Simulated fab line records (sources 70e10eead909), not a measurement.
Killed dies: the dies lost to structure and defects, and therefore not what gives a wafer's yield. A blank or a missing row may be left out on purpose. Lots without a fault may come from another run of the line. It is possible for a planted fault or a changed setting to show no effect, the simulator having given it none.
fab line records	flow nand-harc
record: lots: 12	wafers: 36	last-day: 34
route steps=1302 shown A_CHANNEL_HOLE_D2@592 A_CHANNEL_FILL_D2@612 END@1302
lots that met no fault: taken from a fault-free run of the same line
start-h: the number of hours between the record's first day and the start of the first shown wafer of the lot	wait-h: hours since the lot's step before	" identical to the entry in the row above	L1.1+2: a single row standing in for several wafers	- no value, or no start given	* or withheld: withheld	< > ~ a bound
route shown NAME@n: names a module that has steps shown in the file, with the first one's number in the route	usual: the fault-free wafers' mean and standard deviation	same: alike in all rows	chamber/n: place in a boat	sites: each site's reading	_std_site: their standard deviation	_edge_site: the outer-site mean with the inner-site mean subtracted	radius-mm: how far each site lies from the wafer's centre	mask NAME#n: copy n	behind: the last tool/chamber to shape the wafer	hold: reason for holding the lot/hours on hold/outcome of the hold	device: names the non-switching transistor (n, p or np)	end of line: the same wafers' tests at the end of the route	for a step that has no rows: nothing shown but its recipe	killed: at the first sort, the dies lost to defects and structure; wafer yield is something else	map: per-die view of a wafer (x killed, . not killed, _ where there is no die)
set.NAME: the setting that was run; set.NAME@STEP: the one run at that earlier step	model.NAME: the simulator's own value behind a step, which no gauge read
steps of the route over a sample of lots; a table a step, a row a wafer
services: when a tool's chamber went out of use (start-h, in hours from the record's first day, below 0 if earlier), for how many hours, and the reason
== steps ==
step: NHARC_A_CHANNEL_HOLE_D2_ETCH_20
recipe: bias-v: 3000	source-w: withheld	pressure-mtorr: 20	time-s: 361.9	ar-flow-sccm: 375	c4f8-flow-sccm: 89.3	o2-flow-sccm: 35.7	temp-c: -20	target-depth-a: 16000	chemistry: C4F8/O2/Ar
usual: drypump-motor-current-A: 5.5/0.45	showerhead-plenum-p-Torr: 3.62/0.15	throttle-valve-pct: 32.154/0.0083
lot.wafer	tool	chamber	start-h	wait-h	drypump-motor-current-A	rf-hours-counter-h	showerhead-plenum-p-Torr	throttle-valve-pct
L939.2	har-etch-02	1	286.35	0.1	5.5	349	3.40	32.143
L939.6	"	0	"	"	4.9	-	3.64	32.150
L939.5	"	1	"	"	5.5	-	3.40	32.155
L940.2	har-etch-01	1	301.60	0.1	6.2	160	3.69	32.155
L940.5	"	1	"	"	6.2	-	3.69	32.162
L940.6	"	0	"	"	5.5	-	3.51	32.146
L942.1	har-etch-01	0	331.84	0.1	5.5	175	3.50	32.141
L942.3	"	1	"	"	6.2	-	3.69	32.144
L942.5	"	0	"	"	5.5	-	3.50	32.151
L944.2	har-etch-01	0	349.46	0.1	5.5	190	3.49	32.163
L944.4	"	1	"	"	6.2	-	3.68	32.163
L944.3	"	0	"	"	5.5	-	3.49	32.156
L945.3	har-etch-02	1	354.24	0.2	5.5	-	3.93	32.155
L945.5	"	0	"	"	4.9	-	3.62	32.140
L945.6	"	1	"	"	5.5	-	3.93	32.142
L949.2	har-etch-01	0	401.73	0.1	5.5	229	3.47	32.169
L949.4	"	1	"	"	6.2	-	3.66	32.147
L949.5	"	1	"	"	6.2	-	3.66	32.158
L950.1	har-etch-02	1	405.18	0.1	5.5	4	3.92	32.130
L950.3	"	0	"	"	4.9	-	3.61	32.152
L950.6	"	0	"	"	4.9	-	3.61	32.153
L951.2	har-etch-01	1	405.86	0.1	6.2	233	3.65	32.143
L951.4	"	1	"	"	6.2	-	3.65	32.162
L951.5	"	0	"	"	5.5	-	3.47	32.159
L959.1	har-etch-02	0	503.42	0.1	4.9	57	3.58	32.147
L959.4	"	1	"	"	5.5	-	3.89	32.158
L959.6	"	0	"	"	5.0	-	3.58	32.149
L960.1	har-etch-02	0	511.67	0.1	4.9	65	3.58	32.157
L960.3	"	1	"	"	5.5	-	3.89	32.166
L960.6	"	0	"	"	4.9	-	3.58	32.149
L961.1	har-etch-02	0	515.84	0.1	4.9	69	3.58	32.166
L961.4	"	0	"	"	4.9	-	3.58	32.149
L961.6	"	1	"	"	5.5	-	3.88	32.152
L962.2	har-etch-01	1	538.25	0.1	6.2	309	3.61	32.150
L962.3	"	1	"	"	6.2	-	3.61	32.169
L962.5	"	1	"	"	6.2	-	3.61	32.152
step: NHARC_A_CHANNEL_HOLE_D2_ETCH_22
recipe: bias-v: 3000	source-w: withheld	pressure-mtorr: 20	time-s: 666.7	ar-flow-sccm: 375	c4f8-flow-sccm: 89.3	o2-flow-sccm: 35.7	temp-c: -20	target-depth-a: 16000	chemistry: C4F8/O2/Ar
usual: drypump-motor-current-A: 5.5/0.45	showerhead-plenum-p-Torr: 3.62/0.15	throttle-valve-pct: 32.156/0.009
lot.wafer	tool	chamber	start-h	wait-h	drypump-motor-current-A	rf-hours-counter-h	showerhead-plenum-p-Torr	throttle-valve-pct
L939.2	har-etch-02	1	287.15	0.4	5.5	349	3.40	32.168
L939.6	"	0	"	"	5.0	-	3.64	32.146
L939.5	"	1	"	"	5.5	-	3.40	32.168
L940.2	har-etch-01	1	302.36	0.4	6.2	161	3.69	32.155
L940.5	"	1	"	"	6.2	-	3.69	32.164
L940.6	"	0	"	"	5.5	-	3.51	32.152
L942.1	har-etch-01	0	332.59	0.4	5.5	176	3.50	32.159
L942.3	"	1	"	"	6.2	-	3.68	32.162
L942.5	"	0	"	"	5.4	-	3.50	32.158
L944.2	har-etch-01	0	350.26	0.4	5.5	191	3.49	32.155
L944.4	"	1	"	"	6.2	-	3.68	32.150
L944.3	"	0	"	"	5.5	-	3.49	32.156
L945.3	har-etch-02	1	355.14	0.4	5.5	-	3.93	32.148
L945.5	"	0	"	"	5.0	-	3.62	32.158
L945.6	"	1	"	"	5.5	-	3.93	32.145
L949.2	har-etch-01	0	402.53	0.4	5.5	230	3.47	32.158
L949.4	"	1	"	"	6.2	-	3.66	32.174
L949.5	"	1	"	"	6.2	-	3.66	32.163
L950.1	har-etch-02	1	405.93	0.4	5.5	5	3.92	32.147
L950.3	"	0	"	"	4.9	-	3.61	32.159
L950.6	"	0	"	"	4.9	-	3.61	32.148
L951.2	har-etch-01	1	406.61	0.4	6.2	234	3.65	32.158
L951.4	"	1	"	"	6.2	-	3.65	32.164
L951.5	"	0	"	"	5.5	-	3.47	32.165
L959.1	har-etch-02	0	504.22	0.4	4.9	58	3.58	32.163
L959.4	"	1	"	"	5.5	-	3.89	32.147
L959.6	"	0	"	"	4.9	-	3.58	32.135
L960.1	har-etch-02	0	512.43	0.4	4.9	66	3.58	32.170
L960.3	"	1	"	"	5.5	-	3.89	32.151
L960.6	"	0	"	"	4.9	-	3.58	32.168
L961.1	har-etch-02	0	516.59	0.4	5.0	70	3.58	32.151
L961.4	"	0	"	"	5.0	-	3.58	32.168
L961.6	"	1	"	"	5.5	-	3.88	32.144
L962.2	har-etch-01	1	539.05	0.4	6.2	310	3.61	32.149
L962.3	"	1	"	"	6.2	-	3.61	32.164
L962.5	"	1	"	"	6.2	-	3.61	32.155
step: NHARC_A_CHANNEL_FILL_D2_ALD_02
recipe: target-thk-a: 60	pulse-time-s: 10	ald-cycles: 60	temp-c: 300	material: SiO2
usual: ald-cycles: 60/0	heater-power-w: 463/53	precursor-pulse-height-rel: 1.000/0.02
lot.wafer	tool	chamber	start-h	wait-h	ald-cycles	heater-power-w	precursor-pulse-height-rel
L939.2	ald-hk-04	2	292.32	-	60	380	1.025
L939.5	"	3	"	"	60	446	0.992
L939.6	"	0	"	"	60	545	0.990
L940.2	ald-hk-01	3	307.71	-	60	522	0.996
L940.6	"	0	"	"	60	435	0.973
L940.5	"	1	"	"	60	467	0.960
L942.1	ald-hk-03	2	337.78	-	60	502	0.996
L942.3	"	0	"	"	60	431	1.009
L942.5	"	2	"	"	60	489	0.985
L944.4	ald-hk-01	3	355.19	-	60	529	1.024
L944.2	"	0	"	"	60	433	1.020
L944.3	"	1	"	"	60	472	1.001
L945.3	ald-hk-03	1	360.11	-	60	539	1.001
L945.6	"	2	"	"	60	508	1.032
L945.5	"	3	"	"	60	406	0.977
L949.2	ald-hk-04	3	407.56	-	60	457	1.003
L949.4	"	0	"	"	60	546	1.031
L949.5	"	3	"	"	60	461	0.977
L950.3	ald-hk-04	1	411.00	-	60	458	1.036
L950.1	"	2	"	"	60	383	1.029
L950.6	"	1	"	"	60	465	1.018
L951.4	ald-hk-01	0	411.71	-	60	423	0.962
L951.2	"	2	"	"	60	407	0.995
L951.5	"	3	"	"	60	523	0.987
L959.4	ald-hk-03	3	509.22	-	60	417	0.982
L959.1	"	1	"	"	60	524	1.018
L959.6	"	2	"	"	60	489	0.971
L960.1	ald-hk-01	1	517.53	-	60	469	1.004
L960.3	"	3	"	"	60	528	1.022
L960.6	"	0	"	"	60	425	1.007
L961.1	ald-hk-03	2	521.87	-	60	485	1.025
L961.4	"	3	"	"	60	418	0.967
L961.6	"	2	"	"	60	494	0.994
L962.3	ald-hk-04	2	544.00	-	60	384	1.011
L962.2	"	3	"	"	60	447	1.013
L962.5	"	2	"	"	60	386	0.997
step: NHARC_A_CHANNEL_FILL_D2_ALD_16
recipe: target-thk-a: 15	pulse-time-s: 10	ald-cycles: 15	temp-c: 300	material: SiO2
usual: ald-cycles: 15/0	heater-power-w: 465/55	precursor-pulse-height-rel: 1.003/0.021
lot.wafer	tool	chamber	start-h	wait-h	ald-cycles	heater-power-w	precursor-pulse-height-rel
L939.2	ald-hk-03	3	304.40	0.1	15	416	0.999
L939.5	"	2	"	"	15	509	0.964
L939.6	"	3	"	"	15	424	1.035
L940.2	ald-hk-03	3	319.77	0.1	15	418	0.991
L940.5	"	1	"	"	15	528	1.003
L940.6	"	2	"	"	15	491	1.029
L942.1	ald-hk-01	0	349.95	0.0	15	433	0.979
L942.3	"	1	"	"	15	476	0.990
L942.5	"	1	"	"	15	466	1.039
L944.2	ald-hk-01	1	367.30	0.0	15	477	1.000
L944.3	"	3	"	"	15	538	1.030
L944.4	"	0	"	"	15	435	1.022
L945.3	ald-hk-01	2	372.63	0.1	15	407	1.013
L945.5	"	3	"	"	15	538	1.021
L945.6	"	0	"	"	15	421	0.975
L949.4	ald-hk-03	1	419.74	0.1	15	544	1.003
L949.2	"	2	"	"	15	485	1.039
L949.5	"	0	"	"	15	420	1.013
L951.4	ald-hk-03	1	423.25	0.0	15	530	1.002
L951.2	"	0	"	"	17	421	0.986
L951.5	"	1	"	"	15	538	1.009
L950.3	ald-hk-03	0	423.41	0.2	17	423	0.988
L950.1	"	2	"	"	15	501	0.999
L950.6	"	0	"	"	17	424	0.996
L959.1	ald-hk-04	0	521.34	0.1	15	562	0.964
L959.4	"	2	"	"	15	386	0.995
L959.6	"	0	"	"	15	583	0.984
L960.3	ald-hk-03	0	530.13	0.1	15	422	0.986
L960.1	"	1	"	"	15	522	0.988
L960.6	"	3	"	"	15	412	1.005
L961.1	ald-hk-04	0	533.94	0.0	15	594	1.004
L961.4	"	3	"	"	15	449	1.002
L961.6	"	0	"	"	15	581	0.960
L962.2	ald-hk-04	3	555.34	0.1	15	444	0.972
L962.3	"	0	"	"	15	557	1.002
L962.5	"	2	"	"	15	387	1.009
step: NHARC_END_SORT_01
recipe: temp-c: 25
usual: killed-at-array: 59/20	killed-at-other: 0.8/1.2	killed-at-periphery: 3.5/2.2	killed-dies: 63/20	killed-open: 3.3/1.8	killed-short: 2.6/1.7
same: gross-dies: 677
lot.wafer	tool	chamber	start-h	wait-h	killed-at-array	killed-at-other	killed-at-periphery	killed-dies	killed-open	killed-short
L939.2	prober-01	0	552.69	2.8	40	0	0	40	2	3
L939.5	prober-01	0	555.10	3.7	40	1	1	42	1	0
L939.6	prober-01	0	555.90	4.0	36	0	6	42	2	2
L940.2	prober-01	0	568.45	2.8	50	0	2	52	3	4
L940.5	prober-01	0	570.81	3.6	50	0	2	52	1	0
L940.6	prober-01	0	571.59	3.9	53	0	6	59	3	1
L942.1	prober-01	0	592.37	2.5	71	0	2	73	0	1
L942.3	prober-01	0	593.95	3.1	68	0	3	71	5	2
L942.5	prober-01	0	595.52	3.6	79	0	0	79	2	1
L944.2	prober-02	0	627.83	2.8	55	0	4	59	2	1
L944.3	prober-02	0	628.64	3.1	53	0	6	59	3	1
L944.4	prober-02	0	629.44	3.4	69	0	4	73	3	8
L945.3	prober-01	0	628.66	3.1	87	4	2	93	1	4
L945.5	prober-01	0	630.27	3.7	74	2	3	79	2	5
L945.6	prober-01	0	631.08	4.0	84	3	4	91	6	3
L950.1	prober-01	0	664.84	2.5	51	0	7	58	3	1
L950.3	prober-01	0	666.42	3.1	40	1	4	45	0	1
L950.6	prober-01	0	668.79	4.0	52	0	4	56	1	1
L949.2	prober-02	0	671.47	2.8	33	0	3	36	4	2
L949.4	prober-02	0	673.05	3.4	38	3	5	46	8	1
L949.5	prober-02	0	673.84	3.7	28	0	4	32	2	3
L951.2	prober-01	0	679.39	2.8	100	1	1	102	1	5
L951.4	prober-01	0	680.98	3.4	99	0	1	100	4	4
L951.5	prober-01	0	681.78	3.7	93	0	1	94	4	1
L959.1	prober-02	0	768.96	2.5	39	0	6	45	7	2
L959.4	prober-02	0	771.40	3.4	42	0	8	50	2	2
L959.6	prober-02	0	773.03	4.1	40	0	8	48	5	5
L960.1	prober-01	0	777.80	2.5	51	0	5	56	2	3
L960.3	prober-01	0	779.41	3.1	45	1	3	49	2	0
L960.6	prober-01	0	781.82	4.0	45	1	6	52	5	3
L961.1	prober-02	0	796.50	2.5	75	1	6	82	3	3
L961.4	prober-02	0	798.89	3.4	66	3	3	72	2	6
L961.6	prober-02	0	800.49	4.0	84	0	4	88	1	1
L962.2	prober-01	0	816.53	2.8	61	0	1	62	0	3
L962.3	prober-01	0	817.32	3.1	68	0	1	69	3	0
L962.5	prober-01	0	818.89	3.7	66	0	0	66	4	1
killed by level:class
L939.2 A_CHANNEL_HOLE_D2:chamber-film-flake=28 A_ONON_D1:geometric-particle:short=2 A_ONON_D1:geometric-particle:open=2 A_STAIRCASE:chamber-film-flake=2 A_CONTACT:chamber-film-flake=2 A_DECK1_JOINT:geometric-particle:short=1 A_CHANNEL_FILL_D1:chamber-film-flake=1 A_DECK1_JOINT:chamber-film-flake=1
L939.5 A_CHANNEL_HOLE_D2:chamber-film-flake=24 A_CONTACT:chamber-film-flake=6 A_CHANNEL_HOLE_D1:chamber-film-flake=4 A_DECK1_JOINT:chamber-film-flake=2 A_STAIRCASE:chamber-film-flake=2 A_BLC:geometric-particle:open=1 P_BONDPAD:chamber-film-flake=1 A_CHANNEL_FILL_D2:chamber-film-flake=1
L939.6 A_CHANNEL_HOLE_D2:chamber-film-flake=23 A_CONTACT:chamber-film-flake=5 P_GATE:chamber-film-flake=3 A_STAIRCASE:chamber-film-flake=3 P_BONDPAD:chamber-film-flake=2 A_DECK1_JOINT:chamber-film-flake=2 P_CONTACT:geometric-particle:open=1 A_ONON_D1:geometric-particle:short=1
L940.2 A_CHANNEL_HOLE_D1:chamber-film-flake=21 A_CHANNEL_HOLE_D2:chamber-film-flake=9 A_STAIRCASE:chamber-film-flake=4 A_DECK1_JOINT:chamber-film-flake=3 A_CONTACT:chamber-film-flake=3 A_ONON_D1:geometric-particle:short=2 A_SGD_CUT:chamber-film-flake=2 P_M2:geometric-particle:short=1
L940.5 A_CHANNEL_HOLE_D1:chamber-film-flake=34 A_CHANNEL_HOLE_D2:chamber-film-flake=7 A_CONTACT:chamber-film-flake=3 A_STAIRCASE:chamber-film-flake=2 A_WL_FILL:chamber-film-flake=2 A_M0:geometric-particle:open=1 P_ZERO_WELL:chamber-film-flake=1 P_GATE:chamber-film-flake=1
L940.6 A_CHANNEL_HOLE_D1:chamber-film-flake=26 A_CHANNEL_HOLE_D2:chamber-film-flake=7 A_CONTACT:chamber-film-flake=5 A_STAIRCASE:chamber-film-flake=4 A_ZERO_WELL:chamber-film-flake=3 A_WL_FILL:chamber-film-flake=3 P_CONTACT:geometric-particle:open=2 P_STI:chamber-film-flake=2
L942.1 A_SLIT:chamber-film-flake=33 A_CHANNEL_HOLE_D1:chamber-film-flake=28 A_CHANNEL_HOLE_D2:chamber-film-flake=7 A_ONON_D1:geometric-particle:short=1 P_STI:chamber-film-flake=1 P_GATE:chamber-film-flake=1 A_ZERO_WELL:chamber-film-flake=1 A_STAIRCASE:chamber-film-flake=1
L942.3 A_SLIT:chamber-film-flake=30 A_CHANNEL_HOLE_D1:chamber-film-flake=21 A_CHANNEL_HOLE_D2:chamber-film-flake=3 A_STAIRCASE:chamber-film-flake=3 A_ONON_D1:geometric-particle:open=2 A_CONTACT:chamber-film-flake=2 P_CONTACT:geometric-particle:short=1 A_SOURCE_PLATE:geometric-particle:short=1
L942.5 A_CHANNEL_HOLE_D1:chamber-film-flake=33 A_SLIT:chamber-film-flake=30 A_CHANNEL_HOLE_D2:chamber-film-flake=9 A_WL_FILL:chamber-film-flake=2 A_ONON_D1:geometric-particle:open=1 A_CHANNEL_HOLE_D1:geometric-particle:short=1 A_WL_FILL:geometric-particle:open=1 A_CHANNEL_FILL_D1:chamber-film-flake=1
L944.2 A_SLIT:chamber-film-flake=30 A_CHANNEL_HOLE_D2:chamber-film-flake=11 A_CONTACT:chamber-film-flake=7 P_ZERO_WELL:chamber-film-flake=2 A_CHANNEL_HOLE_D1:chamber-film-flake=2 A_STAIRCASE:chamber-film-flake=2 P_CONTACT:geometric-particle:open=1 P_M0:geometric-particle:open=1
L944.3 A_SLIT:chamber-film-flake=28 A_CHANNEL_HOLE_D2:chamber-film-flake=9 A_CONTACT:chamber-film-flake=6 P_STI:chamber-film-flake=3 A_CHANNEL_HOLE_D1:chamber-film-flake=2 A_STAIRCASE:chamber-film-flake=2 P_CONTACT:geometric-particle:open=1 A_DECK1_JOINT:geometric-particle:open=1
L945.3 A_CHANNEL_HOLE_D2:chamber-film-flake=39 A_SLIT:chamber-film-flake=28 A_STAIRCASE:chamber-film-flake=5 THIN_TSV:chamber-film-flake=4 A_CHANNEL_HOLE_D1:chamber-film-flake=3 A_WL_FILL:chamber-film-flake=3 A_CONTACT:chamber-film-flake=3 A_DECK1_JOINT:geometric-particle:short=2
L944.4 A_SLIT:chamber-film-flake=34 A_CHANNEL_HOLE_D2:chamber-film-flake=12 A_CONTACT:chamber-film-flake=6 A_CHANNEL_HOLE_D1:geometric-particle:short=3 A_WL_FILL:geometric-particle:short=2 P_ZERO_WELL:chamber-film-flake=2 A_CHANNEL_HOLE_D1:chamber-film-flake=2 A_STAIRCASE:chamber-film-flake=2
L945.5 A_SLIT:chamber-film-flake=32 A_CHANNEL_HOLE_D2:chamber-film-flake=21 A_STAIRCASE:chamber-film-flake=7 A_CHANNEL_HOLE_D1:chamber-film-flake=3 A_SGD_CUT:chamber-film-flake=3 A_CONTACT:chamber-film-flake=2 P_CONTACT:geometric-particle:short=1 P_CONTACT:geometric-particle:open=1
L945.6 A_SLIT:chamber-film-flake=34 A_CHANNEL_HOLE_D2:chamber-film-flake=30 A_CHANNEL_HOLE_D1:chamber-film-flake=4 A_M0:geometric-particle:open=3 A_ZERO_WELL:chamber-film-flake=3 THIN_TSV:chamber-film-flake=3 A_STAIRCASE:chamber-film-flake=3 P_CONTACT:geometric-particle:open=1
L950.1 A_CHANNEL_HOLE_D1:chamber-film-flake=29 A_ZERO_WELL:chamber-film-flake=6 A_CONTACT:chamber-film-flake=4 A_BLC:chamber-film-flake=4 P_GATE:chamber-film-flake=3 A_SLIT:chamber-film-flake=3 A_CHANNEL_FILL_D2:chamber-film-flake=2 A_STAIRCASE:chamber-film-flake=2
L950.3 A_CHANNEL_HOLE_D1:chamber-film-flake=24 A_CONTACT:chamber-film-flake=5 A_STAIRCASE:chamber-film-flake=3 P_GATE:chamber-film-flake=2 A_BONDPAD:chamber-film-flake=2 A_CHANNEL_FILL_D2:geometric-particle:short=1 P_ZERO_WELL:chamber-film-flake=1 P_M1:chamber-film-flake=1
L950.6 A_CHANNEL_HOLE_D1:chamber-film-flake=33 A_CONTACT:chamber-film-flake=4 A_BLC:chamber-film-flake=4 P_GATE:chamber-film-flake=3 A_ZERO_WELL:chamber-film-flake=3 A_CHANNEL_FILL_D2:chamber-film-flake=2 A_STAIRCASE:chamber-film-flake=2 A_WL_FILL:geometric-particle:short=1
L949.2 A_CHANNEL_HOLE_D2:chamber-film-flake=12 A_CHANNEL_HOLE_D1:chamber-film-flake=7 A_M0:geometric-particle:open=2 P_M2:chamber-film-flake=2 A_DECK1_JOINT:chamber-film-flake=2 A_CHANNEL_FILL_D2:chamber-film-flake=2 A_SLIT:chamber-film-flake=2 A_CONTACT:chamber-film-flake=2
L949.4 A_CHANNEL_HOLE_D2:chamber-film-flake=22 A_WL_FILL:geometric-particle:open=4 A_CHANNEL_HOLE_D1:chamber-film-flake=3 THIN_TSV:chamber-film-flake=3 P_M2:chamber-film-flake=2 A_CONTACT:chamber-film-flake=2 P_M0:geometric-particle:open=1 P_M1:geometric-particle:short=1
L949.5 A_CHANNEL_HOLE_D2:chamber-film-flake=14 A_CHANNEL_HOLE_D1:chamber-film-flake=3 A_DECK1_JOINT:chamber-film-flake=3 P_M1:chamber-film-flake=2 A_CHANNEL_FILL_D2:chamber-film-flake=2 A_CONTACT:chamber-film-flake=2 P_M0:geometric-particle:short=1 A_CHANNEL_FILL_D1:geometric-particle:open=1
L951.2 A_SLIT:chamber-film-flake=29 A_CHANNEL_HOLE_D1:chamber-film-flake=28 A_CHANNEL_HOLE_D2:chamber-film-flake=26 A_CONTACT:chamber-film-flake=7 A_DECK1_JOINT:geometric-particle:short=2 A_CHANNEL_HOLE_D1:geometric-particle:short=1 A_CHANNEL_HOLE_D2:geometric-particle:short=1 A_CONTACT:geometric-particle:open=1
L951.4 A_CHANNEL_HOLE_D1:chamber-film-flake=38 A_SLIT:chamber-film-flake=27 A_CHANNEL_HOLE_D2:chamber-film-flake=11 A_CONTACT:chamber-film-flake=10 A_WL_FILL:geometric-particle:short=2 A_STAIRCASE:chamber-film-flake=2 P_GATE:geometric-particle:open=1 A_DECK1_JOINT:geometric-particle:open=1
L951.5 A_SLIT:chamber-film-flake=37 A_CHANNEL_HOLE_D1:chamber-film-flake=26 A_CHANNEL_HOLE_D2:chamber-film-flake=16 A_CONTACT:chamber-film-flake=5 P_CONTACT:geometric-particle:open=1 A_CHANNEL_FILL_D1:geometric-particle:open=1 A_DECK1_JOINT:geometric-particle:short=1 A_DECK1_JOINT:geometric-particle:open=1
L959.1 A_CHANNEL_HOLE_D1:chamber-film-flake=12 A_SLIT:chamber-film-flake=10 A_STAIRCASE:chamber-film-flake=7 P_CONTACT:geometric-particle:open=2 P_GATE:chamber-film-flake=2 A_M1:chamber-film-flake=2 P_M0:geometric-particle:open=1 A_CHANNEL_HOLE_D1:geometric-particle:open=1
L959.4 A_CHANNEL_HOLE_D1:chamber-film-flake=15 A_SLIT:chamber-film-flake=8 A_STAIRCASE:chamber-film-flake=7 A_CONTACT:chamber-film-flake=5 P_ZERO_WELL:chamber-film-flake=3 P_GATE:chamber-film-flake=3 A_WL_FILL:chamber-film-flake=2 P_CONTACT:geometric-particle:open=1
L959.6 A_CHANNEL_HOLE_D1:chamber-film-flake=20 A_SLIT:chamber-film-flake=7 A_STAIRCASE:chamber-film-flake=4 P_GATE:chamber-film-flake=3 P_CONTACT:geometric-particle:short=1 P_CONTACT:geometric-particle:open=1 A_ONON_D1:geometric-particle:open=1 A_ONON_D2:geometric-particle:short=1
L960.1 A_SLIT:chamber-film-flake=32 A_CONTACT:chamber-film-flake=5 P_BONDPAD:chamber-film-flake=3 A_CHANNEL_HOLE_D1:chamber-film-flake=3 A_CHANNEL_FILL_D2:chamber-film-flake=3 A_DECK1_JOINT:geometric-particle:open=2 A_SGD_CUT:geometric-particle:short=1 A_WL_FILL:geometric-particle:short=1
L960.3 A_SLIT:chamber-film-flake=31 A_CONTACT:chamber-film-flake=5 A_STAIRCASE:chamber-film-flake=3 P_BONDPAD:chamber-film-flake=2 A_CHANNEL_HOLE_D2:chamber-film-flake=2 A_ONON_D1:geometric-particle:open=1 P_GATE:chamber-film-flake=1 STARTING-WAFER:geometric-particle:open=1
L960.6 A_SLIT:chamber-film-flake=31 P_BONDPAD:chamber-film-flake=4 A_CHANNEL_HOLE_D1:unspecified=3 A_CONTACT:chamber-film-flake=3 A_WL_FILL:geometric-particle:short=2 P_GATE:geometric-particle:open=1 A_CHANNEL_FILL_D1:geometric-particle:short=1 A_ONON_D2:geometric-particle:open=1
L961.1 A_SLIT:chamber-film-flake=27 A_CHANNEL_HOLE_D1:chamber-film-flake=18 A_CONTACT:chamber-film-flake=18 P_GATE:chamber-film-flake=3 A_ZERO_WELL:chamber-film-flake=2 A_WL_FILL:chamber-film-flake=2 P_GATE:geometric-particle:open=1 A_CHANNEL_FILL_D1:geometric-particle:short=1
L961.4 A_SLIT:chamber-film-flake=27 A_CHANNEL_HOLE_D1:chamber-film-flake=14 A_CONTACT:chamber-film-flake=11 A_WL_FILL:chamber-film-flake=3 THIN_TSV:chamber-film-flake=3 A_WL_FILL:geometric-particle:short=2 A_ZERO_WELL:chamber-film-flake=2 P_M0:geometric-particle:short=1
L961.6 A_CHANNEL_HOLE_D1:chamber-film-flake=30 A_SLIT:chamber-film-flake=30 A_CONTACT:chamber-film-flake=12 A_WL_FILL:chamber-film-flake=3 P_GATE:chamber-film-flake=2 P_BONDPAD:chamber-film-flake=2 A_BLC:chamber-film-flake=2 A_SGD_CUT:geometric-particle:open=1
L962.2 A_SLIT:chamber-film-flake=30 A_CHANNEL_HOLE_D2:chamber-film-flake=27 P_CONTACT:geometric-particle:short=1 A_DECK1_JOINT:geometric-particle:short=1 A_CHANNEL_HOLE_D2:geometric-particle:short=1 A_WL_FILL:chamber-film-flake=1 A_CONTACT:chamber-film-flake=1
L962.3 A_SLIT:chamber-film-flake=35 A_CHANNEL_HOLE_D2:chamber-film-flake=20 A_CONTACT:chamber-film-flake=5 A_WL_FILL:chamber-film-flake=3 A_STAIRCASE:chamber-film-flake=2 P_STI:geometric-particle:open=1 A_ONON_D2:geometric-particle:open=1 A_SGD_CUT:geometric-particle:open=1
L962.5 A_SLIT:chamber-film-flake=32 A_CHANNEL_HOLE_D2:chamber-film-flake=25 A_ONON_D1:geometric-particle:open=1 A_DECK1_JOINT:geometric-particle:open=1 A_SGD_CUT:geometric-particle:open=1 A_CONTACT:geometric-particle:short=1 A_M0:geometric-particle:open=1 A_DECK1_JOINT:chamber-film-flake=1
== services ==
tool	chamber	start-h	hours	kind
ald-hk-04	0	267.16	-	clean
ald-hk-04	1	267.16	-	clean
ald-hk-01	-	297.50	10.0	pm
har-etch-02	0	304.13	-	consumable-replace:focus-ring
har-etch-02	0	304.13	17.0	scheduled-down
har-etch-02	0	304.13	17.0	vent-cycle
har-etch-02	1	329.18	-	consumable-replace:showerhead
har-etch-02	1	329.18	17.0	scheduled-down
har-etch-02	1	329.18	17.0	vent-cycle
har-etch-02	-	383.90	17.0	pm
har-etch-02	0	383.90	17.0	vent-cycle
har-etch-02	1	383.90	17.0	vent-cycle
ald-hk-04	-	388.76	1.8	repair
har-etch-02	0	400.90	-	clean
har-etch-02	1	400.90	-	clean
har-etch-02	1	400.90	-	consumable-replace:focus-ring
ald-hk-03	2	401.60	10.0	vent-cycle
ald-hk-03	3	401.60	10.0	vent-cycle
ald-hk-03	0	411.60	-	clean
ald-hk-03	1	411.60	-	clean
ald-hk-03	2	411.60	-	clean
ald-hk-03	3	411.60	-	clean
ald-hk-04	-	435.55	10.0	pm
ald-hk-01	-	475.50	10.0	pm
== key ==
first-sign: step: NHARC_A_CHANNEL_FILL_D2_ALD_16	reading: ald-cycles	direction: up	sigmas: 99+	usual: 15	struck: 17
effect none on later readings
met-at NHARC_A_CHANNEL_FILL_D2_ALD_16
struck-lots L950,L951
struck-wafers L950.3,L950.6,L951.2
tester-left-out L950,L951
not-acting-at NHARC_A_CHANNEL_HOLE_D2_ETCH_20,NHARC_A_CHANNEL_HOLE_D2_ETCH_22,NHARC_A_CHANNEL_FILL_D2_ALD_02
fault: kind: process-parameter-drift	tool: ald-hk-03	chamber: 0	onset-h: 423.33	steps: NHARC_A_CHANNEL_FILL_D2_ALD_16	channel: ald-cycles	offset: 2	shape: step	end-h: 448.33	acts-in: these-recipes-only	stated: 15
tester-left-out: of these lots the tester's yield and bins aren't shown, on N5 and GAA mostly nor the transistor test; their killed dies are dies lost to structure and defects alone, not to doping, threshold or leakage, so they don't give the yield
